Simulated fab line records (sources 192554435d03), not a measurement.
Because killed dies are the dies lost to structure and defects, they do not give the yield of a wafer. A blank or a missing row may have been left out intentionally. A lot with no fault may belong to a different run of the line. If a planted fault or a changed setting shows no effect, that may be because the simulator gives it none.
fab line records | flow n5_finfet | part 2 of 2: steps 5 to 6 of 6
[record] lots = 22 wafers = 66 last_day = 18
route steps=1938 shown FIN_SAQP@138 STI_FIN_REVEAL@190 DUMMY_GATE@236 SD_EPI_N@272
lots untouched by any fault: they come from a run of this same line in which no faults occurred
start_h: hours from the record's opening day to when the first of the lot's shown wafers began | wait_h: hours from the lot's prior step to this one | " as in the row above | L1.1+2: a row that stands for several wafers | - no value, or no start was given | * or withheld: withheld | < > ~ a bound
route shown NAME@n: NAME is a module with steps in the file, n the number in the route of the first one | usual: mean/standard deviation of fault-free wafers | same: alike in all rows | chamber/n: place in a boat | sites: the reading at each site | _std_site: standard deviation of those values | _edge_site: mean of outer sites minus mean of inner sites | radius_mm: how far each site lies from the wafer's centre | mask NAME#n: copy n | behind: the most recent tool/chamber to have shaped the wafer | hold: the reason the lot was held/the length of the hold in hours/how it ended | device: which transistor (n, p or np) failed to switch | end of line: the tests these same wafers got at the end of their route | where a step has no rows: the recipe by itself | killed: not the wafer's yield, but the dies lost to structure and defects at the first sort | map: a wafer's dies, marking killed ones x, the rest . and places with no die _
set.NAME: the setting as run; set.NAME@STEP: as run at that earlier step | model.NAME: the simulator's own value behind a step, which no gauge read
route steps across a sampled set of lots; one table per step, one row per wafer
services: from which hour (start_h, from the record's first day; less than 0 if before it) a tool's chamber was out of use, for how many hours, and why
[[steps]]
[step N5_SD_EPI_N_INSPECT_11]
[recipe] mode = adi inspect_instrument = macro
[usual] raw_defect_count = 2.1/1.4
// columns lot.wafer tool chamber start_h wait_h raw_defect_count
L074.2 defect_inspect-01 - 49.78 0.0 0
L074.5 " - " " 2
L074.6 " - " " 1
L075.3 defect_inspect-02 - 54.62 0.0 0
L075.4 " - " " 0
L075.6 " - " " 5
L076.1 defect_inspect-02 - 61.38 0.0 5
L076.3 " - " " 2
L076.5 " - " " 4
L077.1 defect_inspect-01 - 67.35 0.0 2
L077.2 " - " " 2
L077.3 " - " " 1
L078.1 defect_inspect-01 - 74.97 0.0 5
L078.5 " - " " 3
L078.6 " - " " 2
L079.3 defect_inspect-02 - 78.36 0.0 0
L079.5 " - " " 0
L079.6 " - " " 2
L080.3 defect_inspect-01 - 84.08 0.0 0
L080.4 " - " " 2
L080.6 " - " " 1
L081.3 defect_inspect-02 - 89.71 0.0 1
L081.4 " - " " 2
L081.5 " - " " 2
L082.2 defect_inspect-01 - 96.15 0.0 1
L082.3 " - " " 1
L082.6 " - " " 2
L083.2 defect_inspect-01 - 102.63 0.0 0
L083.5 " - " " 1
L083.6 " - " " 0
L084.1 defect_inspect-01 - 110.35 0.0 2
L084.3 " - " " 1
L084.5 " - " " 2
L085.1 defect_inspect-02 - 120.43 0.0 2
L085.3 " - " " 1
L085.4 " - " " 1
L087.1 defect_inspect-01 - 134.00 0.0 3
L087.4 " - " " 3
L087.5 " - " " 5
L088.2 defect_inspect-01 - 137.49 0.0 5
L088.5 " - " " 4
L088.6 " - " " 2
L089.1 defect_inspect-01 - 141.54 0.0 3
L089.4 " - " " 1
L089.6 " - " " 0
L090.2 defect_inspect-02 - 152.56 0.0 2
L090.4 " - " " 4
L090.5 " - " " 0
L091.2 defect_inspect-02 - 156.24 0.0 1
L091.5 " - " " 2
L091.6 " - " " 1
L092.4 defect_inspect-02 - 156.96 0.0 1
L092.5 " - " " 5
L092.6 " - " " 1
L094.1 defect_inspect-01 - 168.04 0.0 3
L094.4 " - " " 3
L094.5 " - " " 2
L095.1 defect_inspect-02 - 175.32 0.0 2
L095.3 " - " " 0
L095.4 " - " " 0
L096.3 defect_inspect-02 - 179.56 0.0 3
L096.4 " - " " 2
L096.6 " - " " 3
L097.2 defect_inspect-01 - 193.24 0.0 4
L097.3 " - " " 0
L097.5 " - " " 0
[step N5_SD_EPI_N_ETCHBACK_44]
[recipe] chemistry = CH3F/O2 mode = anisotropic_etchback target = SiNx target_depth_a = 145 stop_on = SiO2 over_etch_frac = 0.3 ion_energy_ev = 120 pressure_mtorr = 30 source_w = 395 bias_w = 73 Ar_flow_sccm = 150 CH3F_flow_sccm = 30 O2_flow_sccm = 20
[usual] drypump_motor_current_A = 5.6/0.51 oes_o_777_au = 0.81/0.091 oes_product_au = 0.69/0.075 rf_vpp_V = 298/8.1 showerhead_plenum_p_Torr = 2.01/0.06 throttle_valve_pct = 16.2/0.33
[same] over_etch_frac = 0.3
// columns lot.wafer tool chamber start_h wait_h drypump_motor_current_A oes_o_777_au oes_product_au rf_hours_counter_h rf_vpp_V showerhead_plenum_p_Torr throttle_valve_pct
L074.2 rie_diel-02 3 50.23 0.0 5.8 0.85 0.73 63 291 2.03 16.0
L074.5 " 0 " " 5.7 0.92 0.76 - 299 1.96 15.9
L074.6 " 1 " " 6.0 0.74 0.64 - 309 2.07 16.4
L075.3 rie_diel-02 0 55.06 0.0 5.7 0.92 0.76 28 300 1.96 15.9
L075.4 " 3 " " 5.8 0.84 0.73 - 294 2.03 16.0
L075.6 " 0 " " 5.7 0.92 0.76 - 299 1.96 15.9
L076.1 rie_diel-05 2 61.83 0.0 5.7 0.85 0.72 65 300 2.04 16.2
L076.3 " 0 " " 5.2 0.83 0.73 59 292 1.97 16.0
L076.5 " 1 " " 4.9 0.72 0.59 - 289 1.97 16.0
L077.1 rie_diel-05 1 67.80 0.0 4.9 0.72 0.59 229 288 1.96 16.1
L077.2 " 3 " " 5.4 0.72 0.62 202 297 1.99 16.3
L077.3 " 2 " " 5.6 0.84 0.73 66 301 2.04 16.2
L078.1 rie_diel-02 3 75.57 0.0 5.8 0.83 0.72 74 295 2.02 16.0
L078.5 " 1 " " 6.0 0.73 0.64 - 310 2.07 16.4
L078.6 " 3 " " 5.8 0.83 0.72 - 292 2.02 16.0
L079.3 rie_diel-02 1 78.80 0.0 6.0 0.73 0.63 181 310 2.07 16.4
L079.5 " 3 " " 5.8 0.82 0.71 - 294 2.02 16.1
L079.6 " 0 " " 5.7 0.91 0.75 - 299 1.96 15.9
L080.3 rie_diel-06 3 84.53 0.0 6.6 0.72 0.63 183 302 2.06 16.5
L080.4 " 1 " " 5.1 0.72 0.59 - 290 1.97 16.3
L080.6 " 2 " " 6.4 0.74 0.62 - 285 1.91 17.0
L081.3 rie_diel-05 1 90.16 0.0 4.8 0.72 0.60 237 289 1.96 16.1
L081.4 " 0 " " 5.3 0.80 0.73 69 293 1.96 16.1
L081.5 " 3 " " 5.4 0.71 0.61 - 297 1.99 16.4
L082.2 rie_diel-02 0 96.60 0.0 5.7 0.90 0.74 40 298 1.96 15.9
L082.3 " 1 " " 6.0 0.72 0.63 186 309 2.06 16.4
L082.6 " 1 " " 6.0 0.72 0.63 - 310 2.06 16.4
L083.2 rie_diel-02 2 103.08 0.0 5.3 0.93 0.80 15 313 2.11 15.7
L083.5 " 1 " " 6.0 0.73 0.62 - 308 2.06 16.4
L083.6 " 2 " " 5.4 0.93 0.80 - 312 2.11 15.7
L084.1 rie_diel-06 2 111.03 0.0 6.4 0.74 0.61 215 284 1.91 17.0
L084.3 " 1 " " 5.1 0.70 0.58 229 290 1.97 16.3
L084.5 " 0 " " 5.0 0.94 0.79 - 304 2.13 15.9
L085.1 rie_diel-06 2 120.88 0.0 6.4 0.74 0.60 218 284 1.91 17.0
L085.3 " 3 " " 6.6 0.71 0.62 196 300 2.06 16.5
L085.4 " 0 " " 5.0 0.93 0.78 33 304 2.13 15.9
L087.1 rie_diel-06 1 134.45 0.0 5.1 0.70 0.57 237 289 1.97 16.4
L087.4 " 2 " " 6.4 0.73 0.60 222 285 1.91 17.0
L087.5 " 2 " " 6.4 0.73 0.61 - 285 1.91 17.0
L088.2 rie_diel-06 2 137.94 0.0 6.5 0.73 0.60 223 284 1.91 17.0
L088.5 " 0 " " 5.0 0.91 0.77 - 305 2.12 16.0
L088.6 " 1 " " 5.1 0.70 0.58 - 290 1.97 16.4
L089.1 rie_diel-06 1 142.51 0.0 5.1 0.70 0.57 241 289 1.97 16.4
L089.4 " 3 " " 6.6 0.72 0.63 204 302 2.06 16.5
L089.6 " 2 " " 6.5 0.73 0.61 - 284 1.91 17.0
L090.2 rie_diel-05 3 153.10 0.0 5.4 0.70 0.59 233 297 1.99 16.4
L090.4 " 1 " " 4.9 0.99 0.83 3 289 1.96 15.6
L090.5 " 1 " " 4.8 0.99 0.82 - 288 1.96 15.6
L091.2 rie_diel-05 2 156.71 0.0 5.6 0.81 0.69 99 298 2.03 16.3
L091.5 " 2 " " 5.6 0.81 0.69 - 300 2.03 16.3
L091.6 " 3 " " 5.4 0.70 0.59 - 298 1.98 16.4
L092.4 rie_diel-05 3 157.44 0.0 5.4 0.70 0.59 235 298 1.98 16.4
L092.5 " 0 " " 5.3 0.78 0.70 - 291 1.96 16.1
L092.6 " 1 " " 4.9 0.99 0.82 - 287 1.96 15.6
L094.1 rie_diel-05 3 168.49 0.0 5.4 0.69 0.59 238 300 1.98 16.4
L094.4 " 0 " " 5.3 0.77 0.69 96 292 1.96 16.1
L094.5 " 0 " " 5.2 0.78 0.70 - 290 1.95 16.1
L095.1 rie_diel-05 2 175.77 0.0 5.6 0.80 0.69 105 300 2.03 16.3
L095.3 " 0 " " 5.3 0.78 0.69 100 292 1.95 16.1
L095.4 " 3 " " 5.4 0.69 0.59 241 299 1.98 16.4
L096.3 rie_diel-05 1 180.01 0.0 4.9 0.96 0.79 13 289 1.95 15.7
L096.4 " 2 " " 5.6 0.79 0.69 107 299 2.02 16.3
L096.6 " 1 " " 4.9 0.96 0.80 - 290 1.95 15.7
L097.2 rie_diel-02 1 193.69 0.0 6.0 0.71 0.61 218 309 2.05 16.5
L097.3 " 0 " " 5.7 0.86 0.70 71 299 1.95 16.0
L097.5 " 2 " " 5.4 0.88 0.76 - 310 2.10 15.8
[[services]]
// columns tool chamber start_h hours kind
ald_sin-04 0 7.04 5.4 repair
rie_diel-01 1 8.71 4.3 repair
rie_diel-03 - 9.66 0.5 repair
rie_diel-05 0 20.51 15.5 repair
ald_sin-03 - 47.75 2.8 pm
ald_sin-04 1 47.91 8.5 repair
rie_diel-05 3 54.01 8.8 repair
ald_sin-03 1 74.73 13.9 repair
rie_diel-06 0 79.05 8.7 repair
rie_diel-02 1 87.10 2.7 repair
rie_diel-04 0 90.90 7.5 repair
rie_diel-02 0 122.41 2.5 repair
ald_sin-04 1 126.36 4.3 repair
rie_diel-05 1 129.72 - clean
rie_diel-05 1 129.72 - consumable_replace:focus_ring
rie_diel-05 1 129.72 12.8 scheduled_down
rie_diel-04 1 136.39 8.7 repair
rie_diel-02 0 151.41 1.6 repair
ald_sin-01 0 155.73 9.2 repair
ald_sin-01 1 159.89 16.0 repair
rie_diel-06 2 168.37 33.9 repair
ald_sin-01 - 176.75 14.0 pm
rie_diel-01 1 186.61 6.5 repair
ald_sin-03 3 187.19 13.1 repair
